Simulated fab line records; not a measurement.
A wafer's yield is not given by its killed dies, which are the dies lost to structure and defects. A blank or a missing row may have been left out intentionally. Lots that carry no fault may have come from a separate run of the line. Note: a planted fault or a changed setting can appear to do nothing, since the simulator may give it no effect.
fab line records	flow n5Finfet
record: lots: 24	wafers: 72	lastDay: 17
route steps=1938 shown BEOL_M1@829 BEOL_M2@841
lots that met no fault: from a run of the same line without faults
startH: hours from the record's first day to the start of the lot's first wafer shown	waitH: how many hours have passed since the lot's step before this one	" unchanged from the row above	L1.1+2: a single row standing in for several wafers	- no value, or no start given	* or withheld: withheld	< > ~ a bound
route shown NAME@n: names a module that has steps shown in the file, with the first one's number in the route	usual: the fault-free wafers' mean and standard deviation	same: alike in all rows	chamber/n: place in a boat	sites: per-site readings	_std_site: their standard deviation	_edge_site: the outer-site mean with the inner-site mean subtracted	radiusMm: how far each site lies from the wafer's centre	mask NAME#n: copy n	behind: the tool/chamber that last shaped the wafer	hold: cause of the lot's hold/its duration in hours/its outcome	device: which transistor (n, p or np) failed to switch	end of line: tests run on the same wafers once the route is complete	where a step has no rows: the recipe by itself	killed: count of dies lost to structure and defects at first sort (not the wafer's yield)	map: per-die view of a wafer (x killed, . not killed, _ where there is no die)
set.NAME: setting as actually run; set.NAME@STEP: the setting as run at that earlier step	model.NAME: the simulator's own value behind a step, which no gauge read
the route's steps for a sample of lots (tables are steps, rows are wafers)
services: the hour from which a tool's chamber was out of use, counted from the record's first day as startH (under 0 if before that day), plus the number of hours and why
== steps ==
step: N5_BEOL_M1_ANNEAL_95
recipe: tempC: 400	timeS: 240	ambient: vacuum
usual: heaterPowerW: 824/59	susceptor_temp_C_max: 401.0/0.4
lot.wafer	tool	chamber	startH	waitH	heaterPowerW	susceptor_temp_C_max
L074.1	pvdSputter-01	-	126.75	0.0	860	401.1
L074.3	"	-	"	"	814	401.1
L074.5	"	-	"	"	868	401.6
L075.3	pvdSputter-02	-	142.18	0.0	811	400.8
L075.5	"	-	"	"	862	400.8
L075.6	"	-	"	"	812	400.8
L077.1	pvdSputter-02	-	144.75	0.0	820	400.5
L077.4	"	-	"	"	884	400.8
L077.6	"	-	"	"	801	400.4
L076.1	pvdSputter-03	-	156.26	0.0	715	400.7
L076.4	"	-	"	"	854	402.3
L076.5	"	-	"	"	723	401.0
L078.1	pvdSputter-03	-	158.26	0.0	720	401.4
L078.2	"	-	"	"	870	401.3
L078.3	"	-	"	"	855	401.1
L079.2	pvdSputter-03	-	160.86	0.0	713	401.2
L079.3	"	-	"	"	783	400.9
L079.5	"	-	"	"	699	401.2
L080.1	pvdSputter-02	-	161.83	0.0	813	400.4
L080.2	"	-	"	"	879	400.9
L080.6	"	-	"	"	848	401.3
L081.2	pvdSputter-03	-	189.99	0.0	718	401.1
L081.4	"	-	"	"	887	400.8
L081.5	"	-	"	"	814	401.3
L084.1	pvdSputter-02	-	193.69	0.0	846	401.6
L084.3	"	-	"	"	800	400.5
L084.5	"	-	"	"	804	401.0
L083.1	pvdSputter-02	-	198.68	0.0	842	401.0
L083.3	"	-	"	"	816	400.2
L083.5	"	-	"	"	896	400.9
L082.3	pvdSputter-01	-	202.95	0.0	806	400.9
L082.4	"	-	"	"	643	401.3
L082.5	"	-	"	"	896	401.4
L085.2	pvdSputter-01	-	206.53	0.0	668	401.0
L085.4	"	-	"	"	820	400.7
L085.5	"	-	"	"	664	400.9
L086.2	pvdSputter-02	-	210.57	0.0	840	400.9
L086.4	"	-	"	"	851	400.7
L086.6	"	-	"	"	860	400.7
L087.2	pvdSputter-02	-	214.25	0.0	851	400.5
L087.3	"	-	"	"	852	401.1
L087.4	"	-	"	"	818	400.6
L088.3	pvdSputter-03	-	220.55	0.0	725	400.6
L088.4	"	-	"	"	852	401.5
L088.5	"	-	"	"	701	400.6
L089.1	pvdSputter-03	-	224.39	0.0	720	400.9
L089.3	"	-	"	"	848	401.2
L089.4	"	-	"	"	795	400.6
L090.1	pvdSputter-02	-	235.60	0.0	884	400.6
L090.2	"	-	"	"	898	400.9
L090.3	"	-	"	"	845	401.0
L092.1	pvdSputter-02	-	244.67	0.0	847	400.6
L092.4	"	-	"	"	886	400.9
L092.5	"	-	"	"	853	401.5
L091.1	pvdSputter-03	-	249.64	0.0	879	401.3
L091.2	"	-	"	"	883	401.1
L091.5	"	-	"	"	798	400.8
L093.1	pvdSputter-02	-	251.45	0.0	886	401.2
L093.2	"	-	"	"	809	400.5
L093.5	"	-	"	"	835	400.3
L094.2	pvdSputter-01	-	255.36	0.0	663	401.4
L094.3	"	-	"	"	867	401.4
L094.5	"	-	"	"	866	401.2
L095.2	pvdSputter-01	-	267.70	0.0	803	401.4
L095.4	"	-	"	"	668	401.1
L095.6	"	-	"	"	796	400.9
L096.1	pvdSputter-01	-	269.54	0.0	894	401.3
L096.2	"	-	"	"	677	401.3
L096.6	"	-	"	"	786	401.3
L097.1	pvdSputter-02	-	272.77	0.0	856	401.9
L097.2	"	-	"	"	866	400.9
L097.4	"	-	"	"	816	400.7
step: N5_BEOL_M2_ILD_DEP_00
recipe: material: SiOC	targetThkA: 790	tempC: 350	precursor: DEMS/O2	pressureTorr: 5	rfW: 500	timeS: 15.3
usual: heaterPowerOuterW: 227/36	heaterPowerW: 416/60	showerheadPlenumPTorr: 5.695/0.014	throttleValvePct: 12.0/0.57
lot.wafer	tool	chamber	startH	waitH	heaterPowerOuterW	heaterPowerW	showerheadPlenumPTorr	throttleValvePct
L074.1	pecvd-01	2	128.29	0.0	183	337	5.699	11.8
L074.3	"	0	"	"	165	338	5.693	12.1
L074.5	"	0	"	"	175	343	5.695	11.9
L075.3	pecvd-04	1	144.06	0.1	254	399	5.681	12.8
L075.5	"	2	"	"	163	344	5.705	12.7
L075.6	"	1	"	"	262	399	5.683	12.7
L077.1	pecvd-04	2	146.00	0.0	210	417	5.717	13.0
L077.4	"	2	"	"	210	409	5.698	12.4
L077.6	"	1	"	"	242	387	5.691	13.0
L076.1	pecvd-02	0	157.52	0.0	198	421	5.680	12.9
L076.4	"	2	"	"	216	417	5.679	10.9
L076.5	"	0	"	"	202	417	5.681	12.3
L078.1	pecvd-02	2	159.55	0.0	235	435	5.704	11.0
L078.2	"	0	"	"	226	466	5.661	12.4
L078.3	"	1	"	"	253	510	5.710	12.2
L079.2	pecvd-04	1	162.11	0.0	257	417	5.697	12.6
L079.3	"	2	"	"	186	381	5.699	12.9
L079.5	"	1	"	"	268	419	5.691	12.8
L080.1	pecvd-04	0	163.23	0.0	240	440	5.679	11.4
L080.2	"	1	"	"	275	419	5.678	12.7
L080.6	"	1	"	"	292	440	5.682	12.6
L081.2	pecvd-02	2	191.24	0.0	221	422	5.701	10.9
L081.4	"	1	"	"	264	523	5.698	12.4
L081.5	"	0	"	"	185	381	5.667	12.8
L084.1	pecvd-02	0	194.94	0.0	246	470	5.673	12.5
L084.3	"	2	"	"	271	474	5.708	11.0
L084.5	"	0	"	"	242	467	5.667	12.3
L083.1	pecvd-01	0	199.94	0.0	180	353	5.701	11.8
L083.3	"	2	"	"	206	371	5.691	11.6
L083.5	"	1	"	"	213	364	5.686	11.9
L082.3	pecvd-04	1	204.22	0.1	266	396	5.690	12.6
L082.4	"	0	"	"	284	510	5.696	11.8
L082.5	"	1	"	"	266	419	5.687	12.6
L085.2	pecvd-01	2	207.78	0.0	169	319	5.712	11.7
L085.4	"	1	"	"	211	357	5.712	12.2
L085.5	"	0	"	"	221	409	5.686	11.9
L086.2	pecvd-01	0	211.88	0.0	222	416	5.682	12.2
L086.4	"	1	"	"	249	396	5.694	12.0
L086.6	"	2	"	"	166	302	5.696	11.8
L087.2	pecvd-01	2	215.63	0.0	196	356	5.689	11.9
L087.3	"	0	"	"	213	388	5.700	12.0
L087.4	"	0	"	"	208	389	5.691	12.2
L088.3	pecvd-01	0	221.80	0.0	167	341	5.706	11.9
L088.4	"	0	"	"	170	334	5.702	12.0
L088.5	"	2	"	"	205	364	5.706	11.8
L089.1	pecvd-02	2	225.68	0.0	281	496	5.703	10.9
L089.3	"	0	"	"	231	455	5.660	12.3
L089.4	"	1	"	"	258	503	5.701	12.5
L090.1	pecvd-01	1	236.85	0.0	236	393	5.714	11.8
L090.2	"	2	"	"	188	337	5.708	11.9
L090.3	"	1	"	"	240	397	5.713	12.1
L092.1	pecvd-02	2	245.93	0.0	283	504	5.706	11.0
L092.4	"	0	"	"	219	461	5.683	12.6
L092.5	"	1	"	"	264	521	5.701	12.1
L091.1	pecvd-02	1	251.18	0.0	242	485	5.713	12.1
L091.2	"	0	"	"	193	403	5.660	12.8
L091.5	"	0	"	"	200	411	5.682	12.3
L093.1	pecvd-04	0	252.70	0.0	273	497	5.689	11.8
L093.2	"	2	"	"	179	368	5.707	11.0
L093.5	"	0	"	"	278	500	5.683	11.5
L094.2	pecvd-02	2	256.98	0.0	225	428	5.708	11.1
L094.3	"	0	"	"	204	416	5.674	12.7
L094.5	"	2	"	"	222	429	5.697	11.0
L095.2	pecvd-02	0	268.95	0.0	248	470	5.662	12.7
L095.4	"	0	"	"	251	483	5.681	12.6
L095.6	"	2	"	"	261	481	5.702	10.9
L096.1	pecvd-01	0	271.09	0.0	183	356	5.696	11.9
L096.2	"	1	"	"	213	358	5.696	12.2
L096.6	"	1	"	"	218	352	5.698	11.9
L097.1	pecvd-01	1	274.02	0.0	234	373	5.689	12.2
L097.2	"	2	"	"	191	348	5.714	11.9
L097.4	"	0	"	"	156	331	5.704	11.9
step: N5_BEOL_M2_OVL_MEAS_29
recipe: pointsPerWafer: 522
usual: V1_OVL: 0.5/0.8
lot.wafer	tool	chamber	startH	waitH	V1_OVL[nm]
L074.1	overlay-02	0	130.45	0.0	0.8
L074.3	"	0	"	"	0.4
L074.5	"	0	"	"	1.1
L075.3	overlay-01	0	145.87	0.0	0.5
L075.5	"	0	"	"	0.4
L075.6	"	0	"	"	1.4
L077.1	overlay-01	0	147.76	0.0	-0.5
L077.4	"	0	"	"	0.0
L077.6	"	0	"	"	-0.3
L076.1	overlay-02	0	159.90	0.0	0.8
L076.4	"	0	"	"	1.8
L076.5	"	0	"	"	0.2
L078.1	overlay-01	0	161.23	0.0	-0.2
L078.2	"	0	"	"	1.1
L078.3	"	0	"	"	-0.6
L079.2	overlay-02	0	164.13	0.0	1.3
L079.3	"	0	"	"	0.8
L079.5	"	0	"	"	1.2
L080.1	overlay-01	0	167.06	0.0	-0.1
L080.2	"	0	"	"	0.3
L080.6	"	0	"	"	0.2
L081.2	overlay-01	0	193.34	0.0	0.9
L081.4	"	0	"	"	0.3
L081.5	"	0	"	"	2.2
L084.1	overlay-02	0	196.51	0.0	1.9
L084.3	"	0	"	"	0.6
L084.5	"	0	"	"	1.2
L083.1	overlay-01	0	202.10	0.0	-0.6
L083.3	"	0	"	"	0.4
L083.5	"	0	"	"	-1.0
L082.3	overlay-02	0	206.29	0.0	-0.2
L082.4	"	0	"	"	1.6
L082.5	"	0	"	"	-0.4
L085.2	overlay-02	0	209.54	0.0	0.6
L085.4	"	0	"	"	0.9
L085.5	"	0	"	"	0.3
L086.2	overlay-02	0	216.60	0.0	-0.6
L086.4	"	0	"	"	0.3
L086.6	"	0	"	"	-0.7
L087.2	overlay-01	0	219.26	0.0	2.4
L087.3	"	0	"	"	-0.1
L087.4	"	0	"	"	1.7
L088.3	overlay-01	0	225.74	0.0	0.1
L088.4	"	0	"	"	0.9
L088.5	"	0	"	"	0.3
L089.1	overlay-01	0	227.39	0.0	0.8
L089.3	"	0	"	"	1.1
L089.4	"	0	"	"	0.9
L090.1	overlay-02	0	238.73	0.0	-0.4
L090.2	"	0	"	"	-0.7
L090.3	"	0	"	"	0.0
L092.1	overlay-02	0	248.89	0.0	0.4
L092.4	"	0	"	"	-0.9
L092.5	"	0	"	"	1.0
L091.1	overlay-02	0	253.92	0.0	0.6
L091.2	"	0	"	"	0.3
L091.5	"	0	"	"	1.8
L093.1	overlay-02	0	254.61	0.0	1.9
L093.2	"	0	"	"	0.4
L093.5	"	0	"	"	1.6
L094.2	overlay-01	0	259.93	0.0	-1.5
L094.3	"	0	"	"	1.0
L094.5	"	0	"	"	0.8
L095.2	overlay-01	0	271.96	0.0	-0.6
L095.4	"	0	"	"	-0.7
L095.6	"	0	"	"	0.0
L096.1	overlay-01	0	274.40	0.0	1.0
L096.2	"	0	"	"	-0.2
L096.6	"	0	"	"	0.3
L097.1	overlay-01	0	275.52	0.0	0.7
L097.2	"	0	"	"	-0.3
L097.4	"	0	"	"	-0.6
step: N5_BEOL_M2_INSPECT_30
recipe: mode: adi	inspectInstrument: brightfield
usual: rawDefectCount: 409/91
lot.wafer	tool	chamber	startH	waitH	rawDefectCount
L074.1	defectInspect-01	-	130.51	0.1	584
L074.3	"	-	"	"	545
L074.5	"	-	"	"	485
L075.3	defectInspect-01	-	145.91	0.0	242
L075.5	"	-	"	"	441
L075.6	"	-	"	"	245
L077.1	defectInspect-02	-	147.82	0.1	331
L077.4	"	-	"	"	366
L077.6	"	-	"	"	244
L076.1	defectInspect-01	-	159.96	0.1	426
L076.4	"	-	"	"	431
L076.5	"	-	"	"	366
L078.1	defectInspect-01	-	161.28	0.1	477
L078.2	"	-	"	"	507
L078.3	"	-	"	"	334
L079.2	defectInspect-01	-	164.18	0.0	381
L079.3	"	-	"	"	329
L079.5	"	-	"	"	376
L080.1	defectInspect-01	-	167.13	0.1	283
L080.2	"	-	"	"	343
L080.6	"	-	"	"	325
L081.2	defectInspect-01	-	193.39	0.0	614
L081.4	"	-	"	"	431
L081.5	"	-	"	"	589
L084.1	defectInspect-01	-	196.57	0.1	380
L084.3	"	-	"	"	352
L084.5	"	-	"	"	357
L083.1	defectInspect-02	-	202.16	0.1	371
L083.3	"	-	"	"	480
L083.5	"	-	"	"	423
L082.3	defectInspect-01	-	206.34	0.0	390
L082.4	"	-	"	"	506
L082.5	"	-	"	"	375
L085.2	defectInspect-02	-	209.60	0.0	318
L085.4	"	-	"	"	289
L085.5	"	-	"	"	264
L086.2	defectInspect-02	-	216.65	0.0	489
L086.4	"	-	"	"	285
L086.6	"	-	"	"	402
L087.2	defectInspect-02	-	219.31	0.0	350
L087.3	"	-	"	"	457
L087.4	"	-	"	"	386
L088.3	defectInspect-02	-	225.79	0.0	417
L088.4	"	-	"	"	426
L088.5	"	-	"	"	378
L089.1	defectInspect-01	-	227.45	0.1	316
L089.3	"	-	"	"	284
L089.4	"	-	"	"	389
L090.1	defectInspect-01	-	238.78	0.1	581
L090.2	"	-	"	"	477
L090.3	"	-	"	"	379
L092.1	defectInspect-02	-	248.94	0.1	368
L092.4	"	-	"	"	394
L092.5	"	-	"	"	353
L091.1	defectInspect-01	-	253.98	0.1	408
L091.2	"	-	"	"	331
L091.5	"	-	"	"	324
L093.1	defectInspect-01	-	254.67	0.1	446
L093.2	"	-	"	"	362
L093.5	"	-	"	"	335
L094.2	defectInspect-01	-	259.98	0.0	441
L094.3	"	-	"	"	533
L094.5	"	-	"	"	613
L095.2	defectInspect-01	-	272.01	0.0	361
L095.4	"	-	"	"	302
L095.6	"	-	"	"	297
L096.1	defectInspect-01	-	274.46	0.1	499
L096.2	"	-	"	"	469
L096.6	"	-	"	"	481
L097.1	defectInspect-01	-	275.58	0.1	681
L097.2	"	-	"	"	462
L097.4	"	-	"	"	520
step: N5_BEOL_M2_ALD_98
recipe: material: SiO2	targetThkA: 25	tempC: 100	aldPrecursorFamily: BDEAS	aldCoReactant: O2-plasma	pulseTimeS: 1	coReactantPulseTimeS: 1	purgeTimeS: 2	coReactantPurgeTimeS: 2	aldCycles: 17	pressureTorr: 2
usual: heaterPowerOuterW: 40/4.7	heaterPowerW: 76/6.6	precursorPulseHeightRel: 1.001/0.02
same: purgeTimeS: 2
lot.wafer	tool	chamber	startH	waitH	heaterPowerOuterW	heaterPowerW	precursorPulseHeightRel
L074.1	aldSin-01	1	130.91	0.3	42	81	1.029
L074.3	"	3	"	"	42	72	0.989
L074.5	"	2	"	"	33	65	0.987
L075.3	aldSin-04	2	146.27	0.1	42	80	0.997
L075.5	"	3	"	"	34	68	0.992
L075.6	"	2	"	"	42	80	0.984
L077.1	aldSin-04	0	148.20	0.3	47	81	0.985
L077.4	"	3	"	"	33	66	0.985
L077.6	"	1	"	"	38	71	1.002
L076.1	aldSin-03	2	161.61	1.3	41	82	1.011
L076.4	"	1	"	"	48	78	0.999
L076.5	"	3	"	"	39	72	1.031
L078.1	aldSin-03	3	161.71	0.3	39	72	1.010
L078.2	"	2	"	"	41	80	0.982
L078.3	"	0	"	"	34	73	0.985
L079.2	aldSin-03	1	164.74	0.4	46	77	0.972
L079.3	"	0	"	"	34	72	1.026
L079.5	"	1	"	"	48	80	0.994
L080.1	aldSin-04	2	169.06	1.8	42	82	0.988
L080.2	"	1	"	"	37	71	0.988
L080.6	"	0	"	"	46	80	1.014
L081.2	aldSin-04	3	194.75	1.2	35	69	0.983
L081.4	"	0	"	"	46	85	0.995
L081.5	"	3	"	"	36	70	0.945
L084.1	aldSin-01	2	196.92	0.1	34	66	1.006
L084.3	"	3	"	"	42	73	0.994
L084.5	"	2	"	"	34	64	0.990
L083.1	aldSin-03	3	203.00	0.3	39	73	0.996
L083.3	"	0	"	"	34	74	0.980
L083.5	"	2	"	"	40	77	1.000
L082.3	aldSin-01	0	206.71	0.1	49	97	1.002
L082.4	"	1	"	"	41	79	0.998
L082.5	"	1	"	"	42	79	0.995
L085.2	aldSin-03	2	209.76	0.1	40	79	0.969
L085.4	"	1	"	"	49	78	1.014
L085.5	"	1	"	"	48	80	1.025
L086.2	aldSin-03	2	216.82	0.1	41	77	0.994
L086.4	"	0	"	"	34	72	1.007
L086.6	"	1	"	"	49	79	0.988
L087.2	aldSin-03	0	219.48	0.1	36	72	0.976
L087.3	"	3	"	"	39	73	1.009
L087.4	"	2	"	"	40	80	0.968
L088.3	aldSin-03	3	225.95	0.1	39	71	1.006
L088.4	"	2	"	"	40	78	1.003
L088.5	"	2	"	"	42	79	0.989
L089.1	aldSin-04	3	227.84	0.3	36	68	0.970
L089.3	"	2	"	"	42	75	0.975
L089.4	"	0	"	"	47	84	1.028
L090.1	aldSin-04	3	239.08	0.2	37	72	1.042
L090.2	"	1	"	"	40	71	0.990
L090.3	"	2	"	"	40	74	1.018
L092.1	aldSin-01	0	249.11	0.1	48	97	1.000
L092.4	"	2	"	"	33	66	0.979
L092.5	"	3	"	"	41	76	0.990
L091.1	aldSin-03	0	254.21	0.1	35	73	0.974
L091.2	"	2	"	"	41	79	0.980
L091.5	"	1	"	"	48	79	1.026
L093.1	aldSin-03	0	254.86	0.1	34	72	1.039
L093.2	"	1	"	"	48	78	1.038
L093.5	"	3	"	"	38	73	1.011
L094.2	aldSin-04	3	260.54	0.5	36	69	0.983
L094.3	"	1	"	"	40	73	0.984
L094.5	"	2	"	"	40	73	1.002
L095.2	aldSin-03	3	272.34	0.2	39	70	0.985
L095.4	"	0	"	"	34	73	1.031
L095.6	"	2	"	"	42	79	1.010
L096.1	aldSin-01	0	275.46	0.8	48	96	1.007
L096.2	"	2	"	"	33	67	0.977
L096.6	"	1	"	"	42	84	0.974
L097.1	aldSin-04	0	276.03	0.2	46	86	0.970
L097.2	"	2	"	"	41	75	1.006
L097.4	"	1	"	"	40	73	1.051
step: N5_BEOL_M2_ETCH_70
recipe: chemistry: N2/H2	target: SOC	targetDepthA: 800	overetchA: 240	maskMaterial: SiARC	tempC: 40	timeS: 130	ionEnergyEv: 200	pressureMtorr: 30	sourceW: 840	biasW: 150	n2FlowSccm: 200	h2FlowSccm: 200
usual: drypumpMotorCurrentA: 5.8/0.39	oesProductAu: 0.58/0.07	rfVppV: 524.0/1.9	showerheadPlenumPTorr: 2.55/0.061	throttleValvePct: 17.92/0.2
lot.wafer	tool	chamber	startH	waitH	drypumpMotorCurrentA	oesProductAu	rfHoursCounterH	rfVppV	showerheadPlenumPTorr	throttleValvePct
L074.1	rieDiel-01	0	135.38	0.0	6.5	0.67	16	528.4	2.70	17.82
L074.3	"	3	"	"	6.1	0.64	38	524.7	2.58	17.86
L074.5	"	3	"	"	6.1	0.64	-	525.7	2.58	17.86
L075.3	rieDiel-03	2	149.80	0.0	5.8	0.54	170	522.8	2.54	17.97
L075.5	"	1	"	"	6.0	0.51	-	525.7	2.51	18.25
L075.6	"	2	"	"	5.8	0.53	-	525.1	2.54	17.98
L077.1	rieDiel-03	2	153.41	0.0	5.8	0.54	171	523.5	2.54	17.99
L077.4	"	0	"	"	5.5	0.52	218	525.2	2.63	17.82
L077.6	"	2	"	"	5.8	0.53	-	523.8	2.54	17.94
L076.1	rieDiel-04	1	161.82	0.0	5.7	0.58	132	527.4	2.66	18.14
L076.4	"	0	"	"	5.4	0.52	221	523.4	2.52	17.93
L076.5	"	3	"	"	6.1	0.51	-	523.6	2.50	18.03
L078.1	rieDiel-01	2	165.72	0.0	5.9	0.56	141	523.0	2.55	17.73
L078.2	"	0	"	"	6.5	0.66	25	527.3	2.70	17.84
L078.3	"	3	"	"	6.1	0.62	49	523.7	2.58	17.88
L079.2	rieDiel-04	0	167.67	0.0	5.4	0.52	222	523.0	2.52	17.94
L079.3	"	3	"	"	6.0	0.51	250	522.6	2.50	18.03
L079.5	"	3	"	"	6.0	0.52	-	521.9	2.50	18.02
L080.1	rieDiel-04	2	170.03	0.0	5.2	0.54	186	522.4	2.52	18.06
L080.2	"	1	"	"	5.7	0.57	135	525.4	2.66	18.15
L080.6	"	1	"	"	5.7	0.58	-	528.9	2.66	18.14
L081.2	rieDiel-03	2	204.30	0.0	5.8	0.52	193	523.0	2.53	17.99
L081.4	"	3	"	"	6.1	0.51	247	523.3	2.50	17.93
L081.5	"	1	"	"	6.0	0.72	-	522.7	2.50	17.83
L084.1	rieDiel-04	2	204.33	0.0	5.1	0.53	200	523.2	2.52	18.08
L084.3	"	3	"	"	6.0	0.69	7	521.6	2.50	17.61
L084.5	"	3	"	"	6.0	0.69	-	522.3	2.50	17.63
L083.1	rieDiel-04	1	207.26	0.0	5.7	0.57	150	526.2	2.65	18.17
L083.3	"	3	"	"	6.1	0.69	8	521.0	2.50	17.62
L083.5	"	2	"	"	5.2	0.53	-	522.5	2.52	18.08
L082.3	rieDiel-04	3	208.20	0.0	6.0	0.69	8	522.2	2.50	17.61
L082.4	"	2	"	"	5.2	0.53	201	522.7	2.52	18.10
L082.5	"	1	"	"	5.7	0.56	-	527.3	2.65	18.17
L085.2	rieDiel-03	1	210.45	0.0	6.0	0.71	3	521.8	2.50	17.82
L085.4	"	2	"	"	5.8	0.51	195	522.3	2.53	17.99
L085.5	"	1	"	"	6.0	0.71	-	522.1	2.50	17.83
L086.2	rieDiel-01	2	217.09	0.0	5.9	0.55	160	523.7	2.54	17.78
L086.4	"	1	"	"	6.6	0.52	214	523.5	2.52	18.18
L086.6	"	3	"	"	6.1	0.61	-	524.8	2.57	17.91
L087.2	rieDiel-04	0	223.86	0.0	5.4	0.51	243	521.9	2.51	17.96
L087.3	"	3	"	"	6.1	0.67	14	521.5	2.50	17.64
L087.4	"	1	"	"	5.7	0.56	156	526.5	2.65	18.17
L088.3	rieDiel-01	0	226.11	0.0	6.4	0.63	48	529.1	2.69	17.87
L088.4	"	2	"	"	5.9	0.55	163	523.9	2.54	17.76
L088.5	"	1	"	"	6.6	0.52	-	523.2	2.51	18.18
L089.1	rieDiel-01	0	229.50	0.0	6.4	0.63	48	526.7	2.69	17.87
L089.3	"	2	"	"	5.9	0.54	164	523.3	2.54	17.76
L089.4	"	3	"	"	6.1	0.60	-	525.3	2.57	17.91
L090.1	rieDiel-03	2	246.64	0.0	5.8	0.52	208	523.3	2.52	18.03
L090.2	"	1	"	"	6.0	0.67	15	522.6	2.50	17.84
L090.3	"	3	"	"	6.1	0.72	3	522.0	2.50	17.49
L092.1	rieDiel-04	3	252.21	0.0	6.1	0.66	26	521.8	2.49	17.65
L092.4	"	3	"	"	6.1	0.66	-	522.6	2.49	17.67
L092.5	"	1	"	"	5.7	0.55	-	527.8	2.65	18.21
L091.1	rieDiel-03	1	255.65	0.0	6.0	0.67	19	521.8	2.50	17.85
L091.2	"	2	"	"	5.8	0.51	212	522.5	2.52	18.03
L091.5	"	1	"	"	6.0	0.66	-	521.3	2.50	17.84
L093.1	rieDiel-03	1	258.14	0.0	6.0	0.66	20	522.0	2.50	17.85
L093.2	"	3	"	"	6.1	0.70	8	523.0	2.49	17.50
L093.5	"	2	"	"	5.8	0.51	-	522.9	2.52	18.04
L094.2	rieDiel-04	2	260.93	0.0	5.2	0.51	222	523.3	2.51	18.13
L094.3	"	1	"	"	5.7	0.55	171	526.3	2.65	18.23
L094.5	"	3	"	"	6.1	0.65	-	524.1	2.49	17.65
L095.2	rieDiel-01	2	272.86	0.0	5.9	0.53	181	523.1	2.53	17.79
L095.4	"	0	"	"	6.5	0.62	65	528.3	2.68	17.90
L095.6	"	0	"	"	6.5	0.61	-	528.6	2.68	17.90
L096.1	rieDiel-04	1	276.51	0.0	5.7	0.54	177	527.3	2.64	18.21
L096.2	"	0	"	"	5.4	0.71	5	522.6	2.50	17.55
L096.6	"	2	"	"	5.1	0.51	-	523.1	2.51	18.14
L097.1	rieDiel-03	3	276.77	0.0	6.1	0.69	16	521.0	2.49	17.52
L097.2	"	0	"	"	5.5	0.71	7	525.5	2.61	17.44
L097.4	"	2	"	"	5.8	0.51	-	524.1	2.52	18.05
== services ==
tool	chamber	startH	hours	kind
pecvd-04	-	112.14	0.4	repair
aldSin-04	2	114.10	2.2	repair
aldSin-03	-	114.28	0.5	repair
rieDiel-03	2	120.65	6.2	repair
rieDiel-01	1	121.10	5.2	repair
aldSin-03	-	132.48	2.8	pm
aldSin-04	-	136.39	2.8	pm
pecvd-04	-	140.80	0.6	repair
rieDiel-03	0	155.80	6.7	repair
aldSin-01	-	159.36	2.8	pm
aldSin-01	-	163.98	6.0	pm
aldSin-03	-	166.32	13.6	repair
pecvd-01	-	168.36	5.5	pm
pecvd-04	-	172.05	0.9	repair
aldSin-04	-	177.00	14.0	pm
aldSin-03	-	179.96	6.0	pm
rieDiel-01	1	228.63	16.2	repair
pecvd-01	0	233.76	9.1	repair
rieDiel-03	-	239.55	1.0	repair
pecvd-02	1	242.54	2.1	repair
aldSin-03	3	248.26	2.9	repair
rieDiel-03	1	261.09	19.7	repair
aldSin-03	2	264.82	6.0	repair
pecvd-02	-	266.62	1.8	repair
== key ==
fault none
